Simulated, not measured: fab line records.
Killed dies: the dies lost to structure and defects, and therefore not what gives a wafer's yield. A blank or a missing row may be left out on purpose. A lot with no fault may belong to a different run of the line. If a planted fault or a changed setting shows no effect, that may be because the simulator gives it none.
fab line records | flow nandHarc
[record] lots = 5 wafers = 15 lastDay = 31
route steps=1302 shown A_M0@1138
lots that met no fault: from a run of the same line without faults
startH: the number of hours between the record's first day and the start of the first shown wafer of the lot | waitH: hours elapsed since this lot's preceding step | " as in the row above | L1.1+2: one row covering several wafers at once | - no value, or no start was given | * or withheld: withheld | < > ~ a bound
route shown NAME@n: a module of which the file shows steps, and the number in the route of the first | usual: mean/standard deviation taken from wafers without a fault | same: alike in all rows | chamber/n: place in a boat | sites: per-site readings | _std_site: their standard deviation | _edge_site: the outer-site mean with the inner-site mean subtracted | radiusMm: how far each site lies from the wafer's centre | mask NAME#n: copy n | behind: the tool/chamber that last shaped the wafer | hold: the reason the lot was held/the length of the hold in hours/how it ended | device: whichever transistor did not switch (one of n, p or np) | end of line: tests run on the same wafers once the route is complete | for a step that has no rows: nothing shown but its recipe | killed: the dies lost at the first sort to structure and to defects; this is not the yield of the wafer | map: a wafer's dies, x killed, . not, _ none there
set.NAME: setting as actually run; set.NAME@STEP: the setting as run at that earlier step | model.NAME: the simulator's own value behind a step, which no gauge read
lots at some steps of the route; a table a step, a row a wafer
services: a tool's chamber out of use, with start hour (startH, from the record's first day; less than 0 if before it), hours out, and reason
[[steps]]
[step NHARC_A_M0_DEHYDRATE_01]
[recipe] tempC = 150 timeS = 120
[usual] resistLineTempC = 23.01/0.093
// columns lot.wafer tool chamber startH waitH resistLineTempC
L078.2 lithoTrack-06 0 556.10 0.5 23.01
L078.5 " 0 " " 23.04
L078.6 " 0 " " 23.09
L082.2 lithoTrack-06 0 597.82 - 22.97
L082.5 " 0 " " 23.07
L082.6 " 0 " " 23.05
L083.1 lithoTrack-04 0 613.42 - 22.97
L083.3 " 0 " " 23.15
L083.4 " 0 " " 23.00
L091.1 lithoTrack-06 0 674.27 - 23.02
L091.2 " 0 " " 22.87
L091.5 " 0 " " 22.96
L089.1 lithoTrack-06 0 698.71 0.5 23.13
L089.2 " 0 " " 23.04
L089.5 " 0 " " 22.85
[step NHARC_A_M0_HMDS_02]
[recipe] timeS = 30
[usual] resistLineTempC = 22.99/0.11
// columns lot.wafer tool chamber startH waitH resistLineTempC
L078.2 lithoTrack-06 0 - - 22.97
L078.5 " 0 " " 23.07
L078.6 " 0 " " 22.90
L082.2 lithoTrack-06 0 - - 22.88
L082.5 " 0 " " 22.86
L082.6 " 0 " " 23.01
L083.1 lithoTrack-04 0 - - 23.14
L083.3 " 0 " " 23.10
L083.4 " 0 " " 22.98
L091.1 lithoTrack-06 0 - - 22.84
L091.2 " 0 " " 22.83
L091.5 " 0 " " 22.79
L089.1 lithoTrack-06 0 - - 22.98
L089.2 " 0 " " 22.94
L089.5 " 0 " " 23.04
[step NHARC_A_M0_COAT_33]
[recipe] tempC = 200 timeS = 65
[usual] resistLineTempC = 22.98/0.11
// columns lot.wafer tool chamber startH waitH resistLineTempC
L078.2 lithoTrack-06 0 - - 22.90
L078.5 " 0 " " 22.96
L078.6 " 0 " " 23.08
L082.2 lithoTrack-06 0 - - 23.00
L082.5 " 0 " " 23.10
L082.6 " 0 " " 22.87
L083.1 lithoTrack-04 0 - - 22.90
L083.3 " 0 " " 22.84
L083.4 " 0 " " 22.97
L091.1 lithoTrack-06 0 - - 22.93
L091.2 " 0 " " 22.98
L091.5 " 0 " " 23.06
L089.1 lithoTrack-06 0 - - 22.86
L089.2 " 0 " " 22.87
L089.5 " 0 " " 22.71
[step NHARC_A_M0_COAT_03]
[recipe] spinRpm = 1500 resistThkNm = 90
[usual] resistLineTempC = 23.01/0.11
// columns lot.wafer tool chamber startH waitH resistLineTempC
L078.2 lithoTrack-06 0 - - 23.05
L078.5 " 0 " " 22.78
L078.6 " 0 " " 23.08
L082.2 lithoTrack-06 0 - - 23.17
L082.5 " 0 " " 23.29
L082.6 " 0 " " 23.02
L083.1 lithoTrack-04 0 - - 22.80
L083.3 " 0 " " 22.89
L083.4 " 0 " " 22.81
L091.1 lithoTrack-06 0 - - 23.03
L091.2 " 0 " " 22.98
L091.5 " 0 " " 22.90
L089.1 lithoTrack-06 0 - - 22.98
L089.2 " 0 " " 22.96
L089.5 " 0 " " 23.18
[step NHARC_A_M0_SOFTBAKE_04]
[recipe] tempC = 105 timeS = 55
[usual] resistLineTempC = 23.02/0.12
// columns lot.wafer tool chamber startH waitH resistLineTempC
L078.2 lithoTrack-06 0 - - 23.04
L078.5 " 0 " " 22.99
L078.6 " 0 " " 22.92
L082.2 lithoTrack-06 0 - - 23.08
L082.5 " 0 " " 23.17
L082.6 " 0 " " 23.07
L083.1 lithoTrack-04 0 - - 23.00
L083.3 " 0 " " 22.94
L083.4 " 0 " " 23.01
L091.1 lithoTrack-06 0 - - 22.81
L091.2 " 0 " " 22.70
L091.5 " 0 " " 22.94
L089.1 lithoTrack-06 0 - - 22.91
L089.2 " 0 " " 23.10
L089.5 " 0 " " 22.91
[step NHARC_A_M0_EBR_05]
[usual] resistLineTempC = 23.01/0.11
// columns lot.wafer tool chamber startH waitH resistLineTempC
L078.2 lithoTrack-06 0 - - 23.11
L078.5 " 0 " " 23.02
L078.6 " 0 " " 23.16
L082.2 lithoTrack-06 0 - - 23.14
L082.5 " 0 " " 22.99
L082.6 " 0 " " 22.99
L083.1 lithoTrack-04 0 - - 23.10
L083.3 " 0 " " 23.05
L083.4 " 0 " " 23.13
L091.1 lithoTrack-06 0 - - 22.96
L091.2 " 0 " " 22.91
L091.5 " 0 " " 22.83
L089.1 lithoTrack-06 0 - - 23.02
L089.2 " 0 " " 23.09
L089.5 " 0 " " 22.99
[step NHARC_A_M0_EXPOSE_06]
[recipe] na = 1.35 targetCdNm = 80 doseMj = 83.25 maskId = A_M0
// columns lot.wafer tool chamber startH waitH mask
L078.2+5+6 arfiScanner-02 0 556.40 - A_M0#0
L082.2+5+6 arfiScanner-02 0 598.11 - A_M0#0
L083.1+3+4 arfiScanner-01 0 613.71 - A_M0#0
L091.1+2+5 arfiScanner-03 0 674.56 - A_M0#0
L089.1+2+5 arfiScanner-02 0 699.00 - A_M0#0
[step NHARC_A_M0_PEB_07]
[recipe] pebTempC = 100 pebTimeS = 65
[usual] resistLineTempC = 23.04/0.1
// columns lot.wafer tool chamber startH waitH resistLineTempC
L078.2 lithoTrack-01 0 556.45 0.1 22.93
L078.5 " 0 " " 23.01
L078.6 " 0 " " 23.08
L082.2 lithoTrack-01 0 598.17 0.1 23.11
L082.5 " 0 " " 23.10
L082.6 " 0 " " 23.14
L083.1 lithoTrack-01 0 613.77 0.1 23.11
L083.3 " 0 " " 23.09
L083.4 " 0 " " 23.01
L091.1 lithoTrack-04 0 674.62 0.1 23.06
L091.2 " 0 " " 22.98
L091.5 " 0 " " 23.06
L089.1 lithoTrack-01 0 699.06 0.1 22.98
L089.2 " 0 " " 23.04
L089.5 " 0 " " 22.98
[step NHARC_A_M0_DEVELOP_08]
[recipe] developTimeS = 35 devTempC = 23
[usual] resistLineTempC = 22.99/0.12
// columns lot.wafer tool chamber startH waitH resistLineTempC
L078.2 lithoTrack-01 0 - - 23.05
L078.5 " 0 " " 22.91
L078.6 " 0 " " 23.07
L082.2 lithoTrack-01 0 - - 23.37
L082.5 " 0 " " 23.01
L082.6 " 0 " " 23.06
L083.1 lithoTrack-01 0 - - 22.93
L083.3 " 0 " " 23.15
L083.4 " 0 " " 23.07
L091.1 lithoTrack-04 0 - - 23.08
L091.2 " 0 " " 23.07
L091.5 " 0 " " 23.03
L089.1 lithoTrack-01 0 - - 22.87
L089.2 " 0 " " 22.87
L089.5 " 0 " " 22.92
[step NHARC_A_M0_CD_MEAS_09]
[recipe] targetCdNm = 80 landingEnergyEv = 500
[usual] cdNm = 79.8/0.84
// columns lot.wafer tool chamber startH waitH cdNm
L078.2 cdSem-03 0 556.53 - 79.9
L078.5 " 0 " " 79.4
L078.6 " 0 " " 80.5
L082.2 cdSem-02 0 598.25 - 80.5
L082.5 " 0 " " 80.5
L082.6 " 0 " " 80.0
L083.1 cdSem-01 0 613.85 - 78.4
L083.3 " 0 " " 79.5
L083.4 " 0 " " 79.6
L091.1 cdSem-02 0 674.70 - 79.2
L091.2 " 0 " " 80.6
L091.5 " 0 " " 79.5
L089.1 cdSem-03 0 699.14 - 80.8
L089.2 " 0 " " 79.9
L089.5 " 0 " " 80.7
[step NHARC_A_M0_OVL_MEAS_10]
[recipe] pitchNm = 160
[usual] overlayXNm = 0.0/0.89 overlayYNm = -0.1/0.65
// columns lot.wafer tool chamber startH waitH overlayXNm overlayYNm
L078.2 overlay-02 - 556.63 - -2.2 -0.9
L078.5 " - " " -2.4 -0.2
L078.6 " - " " -2.5 -0.1
L082.2 overlay-02 - 598.34 - -0.1 -0.9
L082.5 " - " " 0.5 -0.5
L082.6 " - " " 0.7 -0.7
L083.1 overlay-01 - 613.94 - 0.7 1.0
L083.3 " - " " 0.7 1.2
L083.4 " - " " 1.2 1.0
L091.1 overlay-02 - 674.79 - -0.1 -0.3
L091.2 " - " " -0.2 -0.6
L091.5 " - " " -0.8 0.3
L089.1 overlay-01 - 699.23 - 0.4 0.0
L089.2 " - " " 0.4 -0.1
L089.5 " - " " 0.0 -0.6
[step NHARC_A_M0_INSPECT_11]
[usual] rawDefectCount = 82/37
// columns lot.wafer tool chamber startH waitH rawDefectCount
L078.2 defectInspect-01 - 556.67 0.0 107
L078.5 " - " " 120
L078.6 " - " " 117
L082.2 defectInspect-01 - 598.37 0.0 114
L082.5 " - " " 113
L082.6 " - " " 120
L083.1 defectInspect-02 - 613.97 0.0 32
L083.3 " - " " 40
L083.4 " - " " 53
L091.1 defectInspect-02 - 674.83 0.0 79
L091.2 " - " " 67
L091.5 " - " " 79
L089.1 defectInspect-01 - 699.27 0.0 71
L089.2 " - " " 72
L089.5 " - " " 92
[step NHARC_A_M0_DESCUM_14]
[recipe] timeS = 3 o2FlowSccm = 200 arFlowSccm = 0 biasPowerW = 0 chemistry = O2
[usual] chamberPressureMTorr = 60.00/0.051 drypumpMotorCurrentA = 5.9/0.35 oesProductAu = 1.001/0.011 rfVppV = 57.8/0.79 showerheadPlenumPTorr = 1.92/0.076 throttleValvePct = 11.310/0.0089
[same] biasPowerW = 0
// columns lot.wafer tool chamber startH waitH chamberPressureMTorr drypumpMotorCurrentA oesProductAu rfHoursCounterH rfVppV showerheadPlenumPTorr throttleValvePct
L078.2 rieDiel-09 2 556.74 0.1 60.02 5.8 1.004 3.0 56.4 1.88 11.315
L078.6 " 1 " " 60.00 6.6 1.005 - 58.0 1.86 11.317
L078.5 " 2 " " 59.95 5.8 1.003 - 56.1 1.88 11.308
L082.2 rieDiel-09 0 598.46 0.1 60.01 5.7 0.993 7.0 57.4 2.02 11.327
L082.5 " 1 " " 60.03 6.7 0.986 - 57.9 1.86 11.309
L082.6 " 2 " " 60.01 5.7 0.990 - 57.3 1.88 11.305
L083.4 rieDiel-02 0 614.04 0.1 60.02 6.2 0.998 1.2 58.6 1.96 11.321
L083.3 " 2 " " 60.04 6.0 1.010 1.1 56.5 1.83 11.328
L083.1 " 3 " " 60.00 6.4 1.015 1.2 58.2 2.04 11.318
L091.1 rieDiel-04 3 674.91 0.1 59.98 5.4 0.999 6.6 58.3 1.92 11.314
L091.2 " 0 " " 59.92 5.4 1.016 5.6 58.4 1.91 11.312
L091.5 " 2 " " 60.05 5.9 1.015 - 56.9 1.84 11.316
L089.1 rieDiel-02 1 699.33 0.1 59.95 5.8 0.993 5.7 58.4 1.88 11.312
L089.2 " 2 " " 59.92 6.0 0.999 6.0 56.6 1.83 11.321
L089.5 " 2 " " 59.98 6.0 1.001 - 57.9 1.83 11.317
[step NHARC_A_M0_ETCH_34]
[recipe] targetDepthA = 400 overetchA = 120 timeS = 43.94 ionEnergyEv = 200 n2FlowSccm = 150 h2FlowSccm = 150 arFlowSccm = 0 rfW = 400 biasW = 150 chemistry = N2/H2
[usual] chamberPressureMTorr = 30.001/0.025 drypumpMotorCurrentA = 5.9/0.34 oesProductAu = 1.000/0.011 rfVppV = 430.9/2.4 showerheadPlenumPTorr = 2.06/0.086 throttleValvePct = 14.171/0.0094
// columns lot.wafer tool chamber startH waitH chamberPressureMTorr drypumpMotorCurrentA oesProductAu rfHoursCounterH rfVppV showerheadPlenumPTorr throttleValvePct
L078.2 rieDiel-09 2 556.83 0.1 30.063 5.7 0.995 3.0 430.0 2.00 14.164
L078.5 " 3 " " 30.028 6.0 0.993 - 433.1 2.14 14.178
L078.6 " 0 " " 30.002 5.7 0.991 - 434.3 2.16 14.177
L082.2 rieDiel-09 0 598.53 0.1 30.027 5.7 0.988 7.0 433.5 2.16 14.176
L082.6 " 2 " " 30.016 5.8 0.990 - 430.0 2.00 14.177
L082.5 " 3 " " 29.984 6.0 0.994 - 432.8 2.14 14.171
L083.3 rieDiel-02 3 614.13 0.1 30.010 6.4 1.000 1.2 434.0 2.18 14.168
L083.1 " 0 " " 30.004 6.1 0.996 1.2 431.9 2.09 14.166
L083.4 " 1 " " 30.003 5.9 1.008 1.1 429.6 2.00 14.178
L091.1 rieDiel-04 0 674.98 0.1 29.976 5.4 1.010 5.6 431.3 2.03 14.160
L091.2 " 1 " " 29.979 6.0 1.001 5.8 435.0 2.19 14.172
L091.5 " 2 " " 29.988 5.8 1.008 - 428.7 1.96 14.186
L089.2 rieDiel-02 2 699.42 0.1 30.036 6.0 0.986 6.0 427.3 1.94 14.188
L089.1 " 0 " " 30.011 6.2 0.976 6.1 431.1 2.09 14.180
L089.5 " 2 " " 29.991 6.0 1.004 - 428.5 1.94 14.161
[step NHARC_A_M0_ETCH_15]
[recipe] targetDepthA = 1500 overetchA = 150 timeS = 82.5 c4f8FlowSccm = withheld arFlowSccm = 400 rfW = 600 biasW = 300 chemistry = C4F8/Ar
[usual] chamberPressureMTorr = 24.998/0.022 oesProductAu = 0.950/0.025 rfVppV = 441.6/2.4
// columns lot.wafer tool chamber startH waitH chamberPressureMTorr oesProductAu rfHoursCounterH rfVppV
L078.2 rieDiel-09 1 - - 25.001 0.927 3.3 438.9
L078.5 " 3 " " 25.030 0.910 - 442.7
L078.6 " 0 " " 25.005 0.918 - 443.9
L082.2 rieDiel-09 2 - - 25.015 0.945 6.3 439.5
L082.5 " 1 " " 24.985 0.964 - 438.8
L082.6 " 2 " " 25.000 0.946 - 440.5
L083.3 rieDiel-02 3 - - 24.996 0.973 1.2 445.2
L083.4 " 0 " " 24.940 0.941 1.2 442.1
L083.1 " 2 " " 25.014 0.969 1.1 439.5
L091.1 rieDiel-04 1 - - 25.004 0.933 5.8 444.3
L091.2 " 3 " " 24.972 0.925 6.7 441.7
L091.5 " 1 " " 24.955 0.932 - 445.1
L089.1 rieDiel-02 0 - - 25.010 0.899 6.2 442.6
L089.2 " 2 " " 25.003 0.929 6.1 438.6
L089.5 " 0 " " 24.997 0.899 - 441.9
[step NHARC_A_M0_CD_MEAS_16]
[usual] cdNm = 79.8/1
// columns lot.wafer tool chamber startH waitH cdNm
L078.2 cdSem-02 - 557.03 - 79.3
L078.5 " - " " 79.2
L078.6 " - " " 80.1
L082.2 cdSem-02 - 598.73 - 81.0
L082.5 " - " " 80.6
L082.6 " - " " 79.6
L083.1 cdSem-02 - 614.34 - 78.6
L083.3 " - " " 79.0
L083.4 " - " " 80.4
L091.1 cdSem-03 - 675.19 - 78.5
L091.2 " - " " 81.1
L091.5 " - " " 79.3
L089.1 cdSem-01 - 699.63 - 80.5
L089.2 " - " " 79.9
L089.5 " - " " 80.8
[step NHARC_A_M0_STRIP_18]
[recipe] powerW = 1000 n2FlowSccm = 150 h2FlowSccm = 150 arFlowSccm = 0 biasW = 0 chemistry = N2/H2
[usual] chamberPressureMTorr = 30.001/0.027 drypumpMotorCurrentA = 5.95/0.3 oesProductAu = 1.001/0.0096 rfVppV = 90.8/1.1 showerheadPlenumPTorr = 2.06/0.083 throttleValvePct = 14.171/0.0085
// columns lot.wafer tool chamber startH waitH chamberPressureMTorr drypumpMotorCurrentA oesProductAu rfHoursCounterH rfVppV showerheadPlenumPTorr throttleValvePct
L078.2 rieDiel-02 0 557.17 0.1 30.019 6.17 1.009 9 90.6 2.09 14.184
L078.6 " 2 " " 30.003 6.02 1.007 - 90.3 1.95 14.166
L078.5 " 3 " " 29.990 6.34 1.006 - 92.4 2.18 14.157
L082.2 rieDiel-02 0 598.81 0.1 29.966 6.15 0.990 1 90.8 2.09 14.161
L082.6 " 0 " " 29.993 6.16 1.005 - 89.7 2.09 14.179
L082.5 " 1 " " 29.989 5.84 1.007 - 91.0 2.00 14.167
L083.1 rieDiel-02 1 614.41 0.1 30.014 5.90 1.002 1 89.8 2.00 14.168
L083.4 " 2 " " 29.983 6.01 1.002 1 88.4 1.95 14.164
L083.3 " 0 " " 29.978 6.14 0.988 1 90.5 2.09 14.178
L091.2 rieDiel-02 1 675.29 0.1 30.029 5.86 0.997 4 91.9 2.00 14.176
L091.1 " 2 " " 30.018 6.05 0.992 4 89.2 1.94 14.177
L091.5 " 0 " " 30.002 6.15 0.972 - 91.2 2.09 14.165
L089.2 rieDiel-09 1 699.75 0.1 30.077 6.64 0.996 1 90.2 1.98 14.171
L089.1 " 2 " " 29.996 5.76 1.012 1 89.4 2.00 14.180
L089.5 " 3 " " 30.014 6.00 1.014 - 90.2 2.13 14.188
[step NHARC_A_M0_STRIP_19]
[recipe] timeS = 600 tempC = 30 chemistry = postEtchResidueRemover
// columns lot.wafer tool chamber startH waitH
L078.2+5+6 wetBench-04 6,0,1 557.41 -
L082.5+6+2 wetBench-04 5,1,2 599.08 -
L083.3+4+1 wetBench-04 0,1,5 614.69 -
L091.5+1+2 wetBench-04 1,2,4 675.55 -
L089.1+5+2 wetBench-09 3,4,5 699.98 -
[step NHARC_A_M0_DEGAS_28]
[recipe] tempC = 250 timeS = 60
[usual] heaterPowerW = 333/43
// columns lot.wafer tool chamber startH waitH heaterPowerW
L078.2 pvdSputter-01 - 557.67 - 283
L078.6 " - " " 282
L078.5 " - " " 282
L082.2 pvdSputter-03 - 599.36 - 397
L082.6 " - " " 378
L082.5 " - " " 331
L083.3 pvdSputter-02 - 614.95 - 336
L083.1 " - " " 335
L083.4 " - " " 363
L091.1 pvdSputter-02 - 675.82 - 266
L091.2 " - " " 386
L091.5 " - " " 265
L089.1 pvdSputter-02 - 700.25 - 265
L089.2 " - " " 337
L089.5 " - " " 376
[[services]]
// columns tool chamber startH hours kind
rieDiel-09 3 537.15 5.0 repair
arfiScanner-03 - 540.00 4.0 pm
lithoTrack-04 - 553.00 7.0 pm
rieDiel-09 0 560.00 4.3 repair
rieDiel-04 3 564.06 14.1 repair
pvdSputter-02 - 565.36 3.0 repair
rieDiel-02 - 570.70 9.0 pm
arfiScanner-02 - 575.61 1.8 repair
wetBench-04 - 579.20 8.0 pm
pvdSputter-01 - 582.47 10.0 pm
pvdSputter-02 - 591.73 17.8 repair
rieDiel-09 1 619.79 44.7 repair
pvdSputter-01 - 620.81 5.6 repair
arfiScanner-01 - 623.77 4.0 pm
arfiScanner-03 - 636.82 1.0 repair
pvdSputter-02 - 638.00 10.0 pm
wetBench-04 - 649.26 5.2 repair
arfiScanner-02 - 656.00 4.0 pm
wetBench-04 - 661.22 3.1 repair
rieDiel-09 - 674.74 9.0 pm
rieDiel-02 1 675.58 3.3 repair
lithoTrack-01 - 680.00 7.0 pm
rieDiel-02 3 680.60 6.8 repair
pvdSputter-02 - 697.04 2.9 repair
[[key]]
fault none
